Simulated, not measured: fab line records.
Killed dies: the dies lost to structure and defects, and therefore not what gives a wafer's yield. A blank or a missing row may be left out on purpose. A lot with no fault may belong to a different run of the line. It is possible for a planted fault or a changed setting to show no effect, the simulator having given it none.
Chamber matching -- flow n5 finfet -- rie si-04 running N5_BEOL_M0_SAQP_MANDREL_ETCH_20: 4 sister chambers
The step etches a-Si in HBr/Cl2, stops on SiNx, target depth 60 nm, bt time 10 s, time 30 s. 8 wafers are shown with their chamber, then 9 later ones without.

## WAFERS PAIRED WITH THEIR CHAMBERS
wafer,chamber,throttle valve pct (%),he backside leak sccm (sccm)
L080.6,3,35.6,2.67
L081.5,3,35.6,2.69
L081.6,2,35.1,2.69
L082.2,1,36.0,3.40
L082.5,0,35.5,2.69
L083.4,2,35.2,2.79
L083.5,1,36.0,3.05
L083.6,0,35.6,3.05

## WAFERS WHOSE CHAMBER IS MISSING
wafer,throttle valve pct (%),he backside leak sccm (sccm)
L085.2,35.5,2.68
L085.3,36.0,2.94
L085.5,35.1,2.67
L090.2,35.5,2.90
L090.4,35.6,2.67
L090.6,35.1,2.82
L092.2,36.0,3.21
L092.4,35.6,2.61
L092.6,35.5,3.01

## CHAMBER TAKEN BY EACH
wafer,from the rows above,in truth
L085.2,can't be placed: 0 or 3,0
L085.3,1,1
L085.5,2,2
L090.2,can't be placed: 0 or 3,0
L090.4,can't be placed: 3 or 0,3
L090.6,2,2
L092.2,1,1
L092.4,can't be placed: 3 or 0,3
L092.6,can't be placed: 0 or 3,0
Correct placement for 4 of the 9. Not placeable from these rows: 5 (in 5, the candidates include the true chamber). 0 placed wrongly.
How it was worked out, from the rows above alone: a wafer's distance from a chamber is the root of the sum, over the readings, of the square of ((its reading less the chamber's mean) divided by the reading's scatter). The wafer belongs to the nearest chamber; if the next one is less than 2 further off, it can't be placed. Each chamber's mean is taken over the wafers shown for it. How the scatter is found: for the shown wafers, subtract from each reading the mean of its chamber, square and add these, divide the total by (wafers less chambers), then take the root.
